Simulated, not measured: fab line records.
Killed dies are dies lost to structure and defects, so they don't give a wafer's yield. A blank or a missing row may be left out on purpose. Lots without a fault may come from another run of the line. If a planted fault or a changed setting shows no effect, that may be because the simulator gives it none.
The tool behind it: which one? + flow n5 finfet + Sampling: 9 lots, 27 wafers, 6 of 1938 route steps

== WHAT THE GAUGES READ, wafer by wafer ==
N5_BEOL_M4_RC_MEAS_101. Usual: DIBL_N 36.9 mV/V, standard deviation 1.7; DIBL_P 37.3 mV/V, standard deviation 2.3; IOFF_N 0.16 nA/um, standard deviation 0.033; IOFF_P 0.22 nA/um, standard deviation 0.04; ION_N 673 uA/um, standard deviation 12; ION_P 463 uA/um, standard deviation 8; SS_N 71.6 mV/dec, standard deviation 0.58; SS_P 73.4 mV/dec, standard deviation 0.74; VT_N 250 mV, standard deviation 3.2; VT_P -250 mV, standard deviation 3.4.
| lot  | measured     | on        | DIBL_N (mV/V)  | DIBL_P (mV/V)  | IOFF_N (nA/um) | IOFF_P (nA/um) | ION_N (uA/um) | ION_P (uA/um) | SS_N (mV/dec)  | SS_P (mV/dec)  | VT_N (mV)   | VT_P (mV)      | flag |
|------|--------------|-----------|----------------|----------------|----------------|----------------|---------------|---------------|----------------|----------------|-------------|----------------|------|
| L914 | day 8 18:08  | prober-02 | 37.3 36.1 36.7 | 38.3 37.8 38.3 | 0.18 0.16 0.18 | 0.23 0.22 0.24 | 676 668 684   | 460 464 475   | 72.1 71.6 72.0 | 73.7 72.9 72.8 | 249 252 247 | -249 -250 -249 |      |
| L917 | day 9 13:07  | prober-02 | 36.4 37.5 35.8 | 38.5 39.4 37.3 | 0.17 0.19 0.16 | 0.25 0.26 0.23 | 664 675 666   | 460 465 461   | 72.0 71.8 71.3 | 73.9 73.2 73.3 | 248 248 248 | -251 -251 -249 |      |
| L921 | day 10 09:36 | prober-02 | 38.0 37.7 37.2 | 39.0 38.5 37.2 | 0.20 0.17 0.16 | 0.30 0.29 0.25 | 690 669 673   | 487 474 471   | 71.6 71.6 71.3 | 73.9 74.0 72.9 | 245 251 251 | -242 -245 -245 |      |
| L924 | day 11 14:33 | prober-01 | 38.1 38.3 38.3 | 38.6 38.1 37.8 | 0.20 0.19 0.18 | 0.26 0.25 0.24 | 680 689 686   | 467 469 465   | 71.4 71.6 72.5 | 74.6 73.7 73.2 | 246 245 245 | -248 -248 -248 |      |
| L925 | day 11 14:55 | prober-02 | 38.1 38.0 36.9 | 37.7 36.8 36.9 | 0.17 0.17 0.17 | 0.26 0.22 0.24 | 676 674 699   | 469 462 477   | 71.7 71.7 71.6 | 73.6 73.1 73.4 | 250 248 249 | -247 -252 -249 |      |
| L929 | day 12 07:57 | prober-01 | 36.9 36.1 35.7 | 35.1 35.2 34.5 | 0.13 0.13 0.13 | 0.20 0.20 0.19 | 654 661 661   | 456 458 453   | 71.3 71.1 71.7 | 73.8 73.1 73.3 | 256 254 252 | -252 -251 -251 |      |
| L928 | day 12 09:53 | prober-01 | 37.3 36.8 36.2 | 38.6 38.4 38.2 | 0.19 0.18 0.16 | 0.23 0.25 0.23 | 678 676 669   | 463 463 460   | 72.3 71.2 71.0 | 73.4 73.5 73.0 | 248 249 252 | -248 -247 -247 |      |
| L930 | day 13 02:58 | prober-01 | 37.6 38.5 38.1 | 36.4 37.8 37.8 | 0.15 0.17 0.17 | 0.21 0.23 0.23 | 677 697 670   | 470 476 462   | 71.0 71.4 71.7 | 72.8 73.7 72.7 | 250 248 251 | -252 -249 -250 |      |
| L934 | day 13 23:04 | prober-02 | 36.1 38.0 37.1 | 35.9 37.9 36.7 | 0.13 0.15 0.14 | 0.19 0.22 0.20 | 649 676 662   | 447 464 456   | 71.3 71.4 70.7 | 72.5 73.6 73.4 | 254 252 252 | -250 -249 -253 |      |

N5_BEOL_M9_OCD_MEAS_38. Usual: 152.1 nm for trench depth nm, sd 2.9.
| lot  | measured     | on     | trench depth nm (nm) | flag |
|------|--------------|--------|----------------------|------|
| L914 | day 10 14:02 | ocd-02 | 148.9 156.3 147.1    |      |
| L917 | day 11 11:40 | ocd-01 | 158.2 156.8 150.8    |      |
| L921 | day 12 08:10 | ocd-02 | 152.1 151.0 155.7    |      |
| L924 | day 13 16:16 | ocd-02 | 156.3 155.3 156.8    |      |
| L925 | day 13 13:13 | ocd-01 | 151.8 154.0 150.5    |      |
| L929 | day 14 01:43 | ocd-02 | - - -                | OFF  |
| L928 | day 14 12:34 | ocd-02 | - - -                | OFF  |
| L930 | day 14 19:59 | ocd-02 | - - -                | OFF  |
| L934 | day 15 13:11 | ocd-02 | 154.0 151.5 150.5    |      |

== TOOL THAT RAN EACH LOT (tool first, then ch and the chambers of the sampled wafers, then the start) ==
| lot  | N5_BEOL_M8_ETCH_41                            | N5_BEOL_M8_ALD_77                   | N5_BEOL_M8_SURFACE_TREAT_79  | N5_BEOL_M9_ILD_DEP_00           |
|------|-----------------------------------------------|-------------------------------------|------------------------------|---------------------------------|
| L914 | rie diel-01 ch 0,1,3, day 10 04:52 or earlier | ald metal-03 ch 0,1,2, day 10 04:52 | pvd sputter-01, day 10 05:17 | pecvd-01 ch 0,1,2, day 10 06:31 |
| L917 | rie diel-02 ch 2,3, day 11 03:26 or earlier   | ald metal-02 ch 1,2,3, day 11 03:26 | pvd sputter-03, day 11 03:42 | pecvd-01 ch 0,1,2, day 11 05:32 |
| L921 | rie diel-02 ch 0,2,3, day 11 18:44 or earlier | ald metal-04 ch 1,2,3, day 11 18:44 | pvd sputter-02, day 11 20:18 | pecvd-01 ch 0,1,2, day 11 21:32 |
| L924 | rie diel-02 ch 2,3, day 13 08:02 or earlier   | ald metal-03 ch 0,1, day 13 08:02   | pvd sputter-01, day 13 08:27 | pecvd-04 ch 1,2, day 13 11:22   |
| L925 | rie diel-01 ch 0,1,2, day 13 07:46 or earlier | ald metal-03 ch 0,2,3, day 13 07:46 | pvd sputter-03, day 13 08:05 | pecvd-04 ch 0,1, day 13 09:42   |
| L929 | rie diel-02 ch 0,2, day 13 19:04 or earlier   | ald metal-04 ch 0,1,2, day 13 19:04 | pvd sputter-02, day 13 19:28 | pecvd-01 ch 0,2, day 13 21:10   |
| L928 | rie diel-06 ch 0,2, day 14 03:22 or earlier   | ald metal-04 ch 0,1,2, day 14 03:22 | pvd sputter-01, day 14 03:40 | pecvd-04 ch 0,1, day 14 05:30   |
| L930 | rie diel-06 ch 1,2, day 14 13:50 or earlier   | ald metal-03 ch 0,1,3, day 14 13:50 | pvd sputter-01, day 14 14:12 | pecvd-04 ch 0,1,2, day 14 16:25 |
| L934 | rie diel-02 ch 0,1,2, day 15 07:07 or earlier | ald metal-04 ch 1,2, day 15 07:07   | pvd sputter-02, day 15 07:28 | pecvd-04 ch 0,1, day 15 08:44   |
- N5_BEOL_M8_ETCH_41: etches SiCN in CH3F/O2, target depth 31.9 nm, time 57.8 s.
- N5_BEOL_M8_ALD_77: deposits TaN, target thk 2 nm, pulse time 2 s, purge time 3 s.
- N5_BEOL_M8_SURFACE_TREAT_79
- N5_BEOL_M9_ILD_DEP_00: deposits SiCOH lowk from DEMS/porogen, target thk 308.51 nm, time 58 s.

== WHAT THE TOOLS THEMSELVES READ (means of the sampled wafers that have a number; where no wafer has one, the mark that the record gives instead) ==
N5_BEOL_M8_ETCH_41. Usual: drypump motor current A 5.8 A, standard deviation 0.33; oes product au 0.83 a.u., standard deviation 0.067; rf vpp V 297.8 V, standard deviation 1.1; showerhead plenum p Torr 2.03 Torr, standard deviation 0.05; throttle valve pct 16.22 %, standard deviation 0.27.
| lot  | tool        | drypump motor current A (A) | oes product au (a.u.) | rf vpp V (V) | showerhead plenum p Torr (Torr) | throttle valve pct (%) | flag |
|------|-------------|-----------------------------|-----------------------|--------------|---------------------------------|------------------------|------|
| L914 | rie diel-01 | 5.8                         | 0.88                  | 297.9        | 2.06                            | 16.20                  |      |
| L917 | rie diel-02 | 6.0                         | 0.85                  | 298.4        | 2.03                            | 15.91                  |      |
| L921 | rie diel-02 | 5.9                         | 0.84                  | 297.2        | 2.02                            | 16.00                  |      |
| L924 | rie diel-02 | 6.0                         | 0.83                  | 298.0        | 2.02                            | 15.94                  |      |
| L925 | rie diel-01 | 6.0                         | 0.88                  | 298.3        | 2.03                            | 16.14                  |      |
| L929 | rie diel-02 | 6.1                         | 0.81                  | 298.0        | 2.01                            | 16.09                  |      |
| L928 | rie diel-06 | 6.0                         | 0.83                  | 296.0        | 1.94                            | 16.38                  |      |
| L930 | rie diel-06 | 6.3                         | 0.83                  | 296.5        | 1.99                            | 16.40                  |      |
| L934 | rie diel-02 | 5.9                         | 0.85                  | 297.8        | 2.02                            | 16.21                  |      |

N5_BEOL_M8_ALD_77. Usual: heater power w 404 W, standard deviation 43; mfc carrier sccm 1499 sccm, standard deviation 4.2.
| lot  | tool         | heater power w (W) | mfc carrier sccm (sccm) | flag |
|------|--------------|--------------------|-------------------------|------|
| L914 | ald metal-03 | 426                | 1495                    |      |
| L917 | ald metal-02 | 400                | 1497                    |      |
| L921 | ald metal-04 | 404                | 1497                    |      |
| L924 | ald metal-03 | 436                | 1499                    |      |
| L925 | ald metal-03 | 417                | 1501                    |      |
| L929 | ald metal-04 | 384                | 1500                    |      |
| L928 | ald metal-04 | 380                | 1498                    |      |
| L930 | ald metal-03 | 405                | 1499                    |      |
| L934 | ald metal-04 | 387                | 1496                    |      |

N5_BEOL_M9_ILD_DEP_00. Usual: chamber pressure Torr 5.000 Torr, standard deviation 0.011; heater power outer w 148 W, standard deviation 45; heater power w 318 W, standard deviation 78; showerhead plenum p Torr 5.735 Torr, standard deviation 0.011; throttle valve pct 13.7 %, standard deviation 0.55.
| lot  | tool     | chamber pressure Torr (Torr) | heater power outer w (W) | heater power w (W) | showerhead plenum p Torr (Torr) | throttle valve pct (%) | flag |
|------|----------|------------------------------|--------------------------|--------------------|---------------------------------|------------------------|------|
| L914 | pecvd-01 | 4.986                        | 219                      | 431                | 5.737                           | 13.7                   |      |
| L917 | pecvd-01 | 5.006                        | 209                      | 427                | 5.732                           | 13.8                   |      |
| L921 | pecvd-01 | 5.001                        | 189                      | 401                | 5.737                           | 13.8                   |      |
| L924 | pecvd-04 | 5.009                        | 126                      | 281                | 5.735                           | 13.1                   |      |
| L925 | pecvd-04 | 4.997                        | 126                      | 275                | 5.728                           | 13.8                   |      |
| L929 | pecvd-01 | -                            | -                        | -                  | -                               | -                      | OFF  |
| L928 | pecvd-04 | -                            | -                        | -                  | -                               | -                      | OFF  |
| L930 | pecvd-04 | -                            | -                        | -                  | -                               | -                      | OFF  |
| L934 | pecvd-04 | 5.005                        | 106                      | 241                | 5.731                           | 13.8                   |      |

== THE ANSWER, worked out from the rows above alone ==
Rule: a lot counts as off when the mean over its wafers that have a number is more than 3 standard deviations away from the usual mean. A lot without any number at a reading at which 4 lots or more have one is off too. All remaining lots with rows at the step are treated as sound. The gauges are gone through in route order, then the tools' own readings, and for those a lot's mean is taken as printed above. The first step at which some lot is off is used, and at that step the reading that is off furthest; a lot without a number counts as furthest.
Off at N5_BEOL_M9_OCD_MEAS_38 (trench depth nm): L929, L928, L930. Without a number there: L929, L928, L930.
If a tool, at a process step before that reading, ran all the lots that are off and no sound lot after the first of them, it fits. Not tried: the gauges at N5_BEOL_M9_OCD_MEAS_38; whatever is off there is also off at N5_BEOL_M9_ILD_DEP_00, on other tools, and gauge error can't account for it. Because N5_BEOL_M8_ETCH_41 lacks a start for some lots, the hours and order of its lots are taken from N5_BEOL_M8_ALD_77. No candidate that was tried fits.

== WHAT HAD BEEN PUT IN BY THE SIMULATOR ==
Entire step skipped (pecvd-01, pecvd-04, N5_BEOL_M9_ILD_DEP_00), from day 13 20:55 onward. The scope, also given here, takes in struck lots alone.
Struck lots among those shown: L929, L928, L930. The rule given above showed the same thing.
